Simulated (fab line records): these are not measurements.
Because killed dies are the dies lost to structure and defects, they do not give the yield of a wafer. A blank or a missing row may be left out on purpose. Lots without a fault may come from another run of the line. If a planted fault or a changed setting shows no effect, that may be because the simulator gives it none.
Tool commonality check :: flow nandHarc :: 14 lots, 42 wafers sampled

## WHY THIS WAS OPENED
On 2 of the 14 lots, a flag is raised at NHARC_A_ONON_D1_THK_MEAS_05 on the reading thkNm. No-fault wafers: 999 nm, standard deviation 9.7.
Rule: flag the lot when none of its wafers has a number, or when each of its wafers that has one lies beyond 4 standard deviations from that mean. The rest of the lots are taken to be sound.

lot: L105
measured: day 7 22:37
on: filmMetro-02
thkNm (nm), wafer by wafer: 999 998 1001
flag: 

lot: L110
measured: day 9 01:37
on: filmMetro-02
thkNm (nm), wafer by wafer: 987 987 990
flag: 

lot: L112
measured: day 9 15:31
on: filmMetro-02
thkNm (nm), wafer by wafer: 1001 1002 1000
flag: 

lot: L113
measured: day 10 06:07
on: filmMetro-02
thkNm (nm), wafer by wafer: 1012 1014 1014
flag: 

lot: L114
measured: day 10 06:07
on: filmMetro-01
thkNm (nm), wafer by wafer: 994 994 995
flag: 

lot: L115
measured: day 10 21:19
on: filmMetro-02
thkNm (nm), wafer by wafer: 999 994 998
flag: 

lot: L118
measured: day 11 03:30
on: filmMetro-01
thkNm (nm), wafer by wafer: 985 985 985
flag: 

lot: L121
measured: day 11 19:33
on: filmMetro-02
thkNm (nm), wafer by wafer: 631 631 631
flag: FLAGGED

lot: L119
measured: day 11 19:34
on: filmMetro-01
thkNm (nm), wafer by wafer: 999 1000 1000
flag: 

lot: L120
measured: day 11 19:54
on: filmMetro-02
thkNm (nm), wafer by wafer: 626 626 626
flag: FLAGGED

lot: L123
measured: day 12 11:23
on: filmMetro-02
thkNm (nm), wafer by wafer: 1004 1003 1003
flag: 

lot: L125
measured: day 12 11:25
on: filmMetro-02
thkNm (nm), wafer by wafer: 1010 1009 1010
flag: 

lot: L126
measured: day 12 22:44
on: filmMetro-02
thkNm (nm), wafer by wafer: 1009 1009 1009
flag: 

lot: L127
measured: day 12 22:52
on: filmMetro-01
thkNm (nm), wafer by wafer: 998 999 997
flag: 
Average over the flagged lots: 628 nm; offset from the usual -370 nm, equal to -38 standard deviations.

## LOT BY LOT: THE TOOL USED
The record holds 1 process step before the reading, out of a route of 1159 steps. Each cell gives the tool, then ch followed by the chambers the sampled wafers passed through, then the start.
lot: L105
flag: 
NHARC_A_ONON_D1_DEP_03: pecvdOnon-03 ch 0, day 7 22:10

lot: L110
flag: 
NHARC_A_ONON_D1_DEP_03: pecvdOnon-03 ch 0, day 9 01:10

lot: L112
flag: 
NHARC_A_ONON_D1_DEP_03: pecvdOnon-03 ch 0, day 9 15:01

lot: L113
flag: 
NHARC_A_ONON_D1_DEP_03: pecvdOnon-01 ch 0, day 10 05:37

lot: L114
flag: 
NHARC_A_ONON_D1_DEP_03: pecvdOnon-03 ch 0, day 10 05:43

lot: L115
flag: 
NHARC_A_ONON_D1_DEP_03: pecvdOnon-04 ch 0, day 10 20:49

lot: L118
flag: 
NHARC_A_ONON_D1_DEP_03: pecvdOnon-01 ch 0, day 11 03:03

lot: L121
flag: FLAGGED
NHARC_A_ONON_D1_DEP_03: pecvdOnon-03 ch 0, day 11 19:02

lot: L119
flag: 
NHARC_A_ONON_D1_DEP_03: pecvdOnon-01 ch 0, day 11 19:02

lot: L120
flag: FLAGGED
NHARC_A_ONON_D1_DEP_03: pecvdOnon-03 ch 0, day 11 19:27

lot: L123
flag: 
NHARC_A_ONON_D1_DEP_03: pecvdOnon-04 ch 0, day 12 10:51

lot: L125
flag: 
NHARC_A_ONON_D1_DEP_03: pecvdOnon-01 ch 0, day 12 10:53

lot: L126
flag: 
NHARC_A_ONON_D1_DEP_03: pecvdOnon-01 ch 0, day 12 22:16

lot: L127
flag: 
NHARC_A_ONON_D1_DEP_03: pecvdOnon-04 ch 0, day 12 22:25
What these steps do:
- NHARC_A_ONON_D1_DEP_03: target thk 1000 nm.
- NHARC_A_ONON_D1_THK_MEAS_05: measures by ellipsometry.

## FLAGGED AGAINST TOTAL, ONE TOOL AT A TIME (gauges that did the reading follow at the end)
step: NHARC_A_ONON_D1_DEP_03
tool: pecvdOnon-01
lots run: 5
flagged: 0
share of the flagged lots: none
sound lots run after its first flagged lot: -

step: NHARC_A_ONON_D1_DEP_03
tool: pecvdOnon-03
lots run: 6
flagged: 2
share of the flagged lots: all
sound lots run after its first flagged lot: 0

step: NHARC_A_ONON_D1_DEP_03
tool: pecvdOnon-04
lots run: 3
flagged: 0
share of the flagged lots: none
sound lots run after its first flagged lot: -

step: NHARC_A_ONON_D1_THK_MEAS_05
tool: filmMetro-01
lots run: 4
flagged: 0
share of the flagged lots: none
sound lots run after its first flagged lot: -

step: NHARC_A_ONON_D1_THK_MEAS_05
tool: filmMetro-02
lots run: 10
flagged: 2
share of the flagged lots: all
sound lots run after its first flagged lot: 3 (L123,L125,L126)

## WHAT IS ALLOWED BY THE TABLE
In 2 table rows, all flagged lots were run: pecvdOnon-03 (NHARC_A_ONON_D1_DEP_03), filmMetro-02 (NHARC_A_ONON_D1_THK_MEAS_05).
- pecvdOnon-03 at NHARC_A_ONON_D1_DEP_03 ran 6 lots, 2 of them flagged. Last sound lot L114 at day 10 05:43, first flagged lot L121 at day 11 19:02; a fault beginning in between fits.
- filmMetro-02 at NHARC_A_ONON_D1_THK_MEAS_05 ran 10 lots, 2 of them flagged. Sound lots followed the first flagged one (L123, L125, L126) on it, something a lasting fault affecting the whole tool could not allow.
Just one tool remains: pecvdOnon-03 at NHARC_A_ONON_D1_DEP_03.

## WHAT THE SIMULATOR HAD PUT IN
pecvdOnon-03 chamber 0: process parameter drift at NHARC_A_ONON_D1_DEP_03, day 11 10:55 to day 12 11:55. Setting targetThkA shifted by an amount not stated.
Shown lots that were struck: L121, L120. The rule above found the same.
